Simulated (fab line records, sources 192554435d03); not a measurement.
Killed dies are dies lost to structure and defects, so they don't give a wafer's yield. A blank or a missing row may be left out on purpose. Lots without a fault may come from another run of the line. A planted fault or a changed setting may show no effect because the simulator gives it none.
A struck lot beside a sound one | flow n5_finfet | 41 steps out of a route of 1938
Sound: wafers L259.1, L259.2, L259.6. Struck: wafer L264.6. (L264.2, L264.4 of the same lot were not struck and are left out.) The cause comes at the end.
At each step with rows: each side's tool, then ch and its chambers, then its first start. Under that, the readings that differ: sound wafers | struck wafers | difference of the means | sigmas: that difference in standard deviations of wafers without a fault.
alike: readings whose means differ by less than 2 such deviations, and words and numbers that are the same on both sides. not compared: withheld readings, readings that some wafer has no value for, bounds like >300 that may hide the same value, and numbers for which the record gives no deviation and whose values overlap.
The two part at a step that has a row with sigmas, a row that says differs or no value, or rows on one side only. Numbers that don't overlap but have no deviation are shown without sigmas and don't part them. A reading that every wafer of one side lacks parts them only if that side has two wafers or more.

first, 9 steps without rows for these wafers: N5_BEOL_M4_ANNEAL_95 (time 240 s); N5_BEOL_M4_SPUTTER_96 (material Cu, target thk 4.5 nm, time 8.29 s); N5_BEOL_M4_ECD_50 (material Cu, target thk 300 nm); N5_BEOL_M4_ANNEAL_51 (time 90 s); N5_BEOL_M4_CMP_52 (polishes, stops on SiOC, t overpolish 6.8 s, target thk 40 nm); N5_BEOL_M4_PRE_CLEAN_60 (time 15 s); N5_BEOL_M4_CO_CAP_55 (material Co, precursor CCTBA/H2, target thk 2 nm, time 102.1 s); N5_BEOL_M4_PRE_CLEAN_56 (time 15 s); N5_BEOL_M4_DEP_57 (deposits SiCN from 3MS/NH3, target thk 8 nm, time 14 s).
N5_BEOL_M4_RC_MEAS_101:
  sound on prober-01 ch 0, day 10 17:58; struck on prober-02 ch 0, day 12 04:43
  reading   | sound          | struck | difference | sigmas
  VT_P (mV) | -245 -244 -254 | -257   | -9         | -2
  alike: DIBL_N, DIBL_P, IOFF_N, IOFF_P, ION_N, ION_P, SS_N, SS_P, VT_N
then, 24 steps without rows for these wafers: N5_BEOL_M5_ILD_DEP_00 (deposits SiCOH lowk from DEMS/porogen, target thk 140.64 nm, time 25.9 s); N5_BEOL_M5_CURE_79 (cures SiCOH lowk, time 240 s); N5_BEOL_M5_PECVD_70 (deposits SiO2 from TEOS/O2, target thk 16 nm, time 18 s); N5_BEOL_M5_HM_DEP_02 (deposits TiN, target thk 20 nm); N5_BEOL_M5_COAT_59 (time 60 s, resist thk 60 nm); N5_BEOL_M5_COAT_60 (time 60 s, resist thk 12 nm); N5_BEOL_M5_COAT_71 (time 60 s, resist thk 5 nm); N5_BEOL_M5_COAT_05 (resist thk 30 nm); N5_BEOL_M5_EBR_07; N5_BEOL_M5_SOFTBAKE_06 (time 60 s); N5_BEOL_M5_EXPOSE_08 (exposes mask M5, target cd 28 nm); N5_BEOL_M5_PEB_09 (peb time 60 s); N5_BEOL_M5_DEVELOP_10 (develop time 30 s); N5_BEOL_M5_DESCUM_16 (chemistry O2, time 7 s); N5_BEOL_M5_ETCH_72 (etches underlayer in N2/H2, target depth 6.5 nm, time 5.2 s); N5_BEOL_M5_ETCH_61 (etches SiARC in CF4, target depth 15.6 nm, time 26 s); N5_BEOL_M5_ETCH_62 (etches SOC in N2/H2, target depth 75 nm, overetch 15 nm, time 112.5 s); N5_BEOL_M5_STRIP_63 (strips in N2/H2); N5_BEOL_M5_STRIP_73 (strips in N2/H2); N5_BEOL_M5_STRIP_64 (strips in CF4); N5_BEOL_M5_HM_OPEN_17 (chemistry Cl2/BCl3, target TiN, target depth 20 nm, overetch 6 nm); N5_BEOL_M5_STRIP_19 (strips in O2); N5_BEOL_M5_COAT_65 (time 60 s, resist thk 60 nm); N5_BEOL_M5_COAT_66 (time 60 s, resist thk 12 nm).
N5_BEOL_M7_TRENCH_ETCH_37: etches SiCOH lowk in C4F6/O2, target depth 93.478 nm, time 31.2 s.
  sound on rie_diel-01 ch 0,1, day 12 00:23; struck on rie_diel-01 ch 3, day 13 04:18
  reading                                    | sound             | struck | difference | sigmas
  oes_product_au (a.u.)                      | 0.71 0.92 0.91    | 1.23   | +0.38      | +5
  rf_vpp_V (V)                               | 673 692 693       | 651    | -35        | -2
  model.BEOL_M7.feature_depth_nm (nm)        | 91 97.6 95.8      | 156.4  | +61.6      |
  model.etch.depth_nm (nm)                   | 90.99 97.59 95.77 | 156.4  | +61.6      |
  model.TiN_of_BEOL_M7_HM_DEP_02.thk_nm (nm) | 17.2 17.4 17      | 15.4   | -1.8       |
  alike: drypump_motor_current_A, mfc_ar_sccm, showerhead_plenum_p_Torr, throttle_valve_pct
  not compared: rf_hours_counter_h
N5_BEOL_M7_OCD_MEAS_38:
  sound on ocd-02, day 12 00:33; struck on ocd-02, day 13 04:28
  reading              | sound          | struck | difference | sigmas
  trench_depth_nm (nm) | 91.0 97.8 95.9 | 156.4  | +61.5      | +29
N5_BEOL_M7_CMP_52: polishes, stops on SiCOH lowk, t overpolish 6.9 s, target thk 80 nm.
  sound on cmp-04 ch 2,3, day 12 02:34; struck on cmp-04 ch 1, day 13 06:45
  reading                                | sound          | struck | difference | sigmas
  motor_current_A (A)                    | 5.4 6.0 5.6    | 6.8    | +1.1       | +2
  model.Cu_of_BEOL_M7_ECD_50.thk_nm (nm) | 77.2 82.6 80.4 | 145    | +65        |
N5_BEOL_M7_THK_MEAS_53: measures by xrf.
  sound on film_metro-01, day 12 02:52; struck on film_metro-01, day 13 07:02
  reading     | sound          | struck | difference | sigmas
  M7_THK (nm) | 77.6 83.5 81.0 | 146.8  | +66.1      | +28
N5_BEOL_M7_RS_MEAS_57: measures by four-point-probe.
  sound on film_metro-02, day 12 03:00; struck on film_metro-01, day 13 07:11
  reading        | sound             | struck | difference | sigmas
  M7_RS (ohm/sq) | 0.298 0.275 0.284 | 0.146  | -0.140     | -15
N5_BEOL_M15_RC_MEAS_101:
  the record has rows for the sound wafers here (prober-02 ch 0, day 14 18:52) and none for the struck ones
-- the record jumps here: 3 days lie between the struck wafers' starts before and after (it left off in module BEOL_M15 and takes up again in module PASSIVATION, whose first step shown is number 1936 of the route) --
N5_PASSIVATION_PROBE_49:
  sound on prober-02, day 15 09:25; struck on prober-02, day 16 15:04
  reading                  | sound          | struck | difference | sigmas
  defect_limited_yield (%) | 91.4 91.5 92.9 | 8.3    | -83.6      | -60
  killed_at_M4_up          | 5 12 10        | 992    | +983       | +99 or more
  killed_dies              | 101 100 84     | 1082   | +987       | +62
  killed_on_rim            | 16 11 7        | 137    | +126       | +31
  sort_n_pass              | 1079 1080 1096 | 98     | -987       | -58
  sort_yield_pct (%)       | 91.4 91.5 92.9 | 8.3    | -83.6      | -60
  alike: killed_at_M0_to_M3, killed_at_contacts, killed_at_front_end, killed_at_other, killed_open, killed_short, sort_bin_5_function, sort_bin_6_memory

WHERE THEY PART
First at N5_BEOL_M4_RC_MEAS_101; last, within this record, at N5_PASSIVATION_PROBE_49.

WHY: what the simulator had put in
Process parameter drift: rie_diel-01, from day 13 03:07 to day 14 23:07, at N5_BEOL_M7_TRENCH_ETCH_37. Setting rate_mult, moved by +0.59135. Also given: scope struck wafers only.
